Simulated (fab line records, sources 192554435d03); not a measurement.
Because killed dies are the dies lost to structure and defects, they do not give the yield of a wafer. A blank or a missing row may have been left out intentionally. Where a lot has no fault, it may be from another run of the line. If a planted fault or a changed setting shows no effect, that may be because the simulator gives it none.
Matching of chambers    flow n5Finfet    4 sister chambers for N5_FIN_CUT_CUT_ETCH_28 on rieSi-02
The step etches Si in HBr/Cl2/O2, target depth 6 nm, time 2.4 s. 4 wafers are shown with their chamber, then 8 later ones without.

== WAFERS PAIRED WITH THEIR CHAMBERS ==
wafer   chamber  throttleValvePct (%)
L079.3  1        37.73
L079.4  0        37.20
L079.6  2        37.34
L091.2  3        37.21

== WAFERS WHOSE CHAMBER IS MISSING ==
wafer   throttleValvePct (%)
L091.4  37.73
L091.6  37.20
L093.1  37.33
L093.5  37.73
L093.6  37.21
L096.1  37.74
L096.3  37.19
L096.5  37.72

== THE CHAMBER EACH PASSED THROUGH ==
wafer   from the rows above      in truth
L091.4  1                        1
L091.6  can't be placed: 0 or 3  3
L093.1  2                        2
L093.5  1                        1
L093.6  can't be placed: 3 or 0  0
L096.1  1                        1
L096.3  can't be placed: 0 or 3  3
L096.5  1                        1
5 of 8 placed correctly. These rows do not allow placing 3 (true chamber among the candidates in 3). 0 placed wrongly.
How it was worked out, from the rows above alone: a wafer's distance from a chamber is the root of the sum, over the readings, of the square of ((its reading less the chamber's mean) divided by the reading's scatter). If the next closest chamber is less than 2 further off than the closest, the wafer can't be placed; otherwise it belongs to the closest. The mean given for a chamber averages the wafers shown for that chamber. The scatter: root of mean squared gap, hidden wafer to nearest shown wafer, with one shown wafer a chamber.
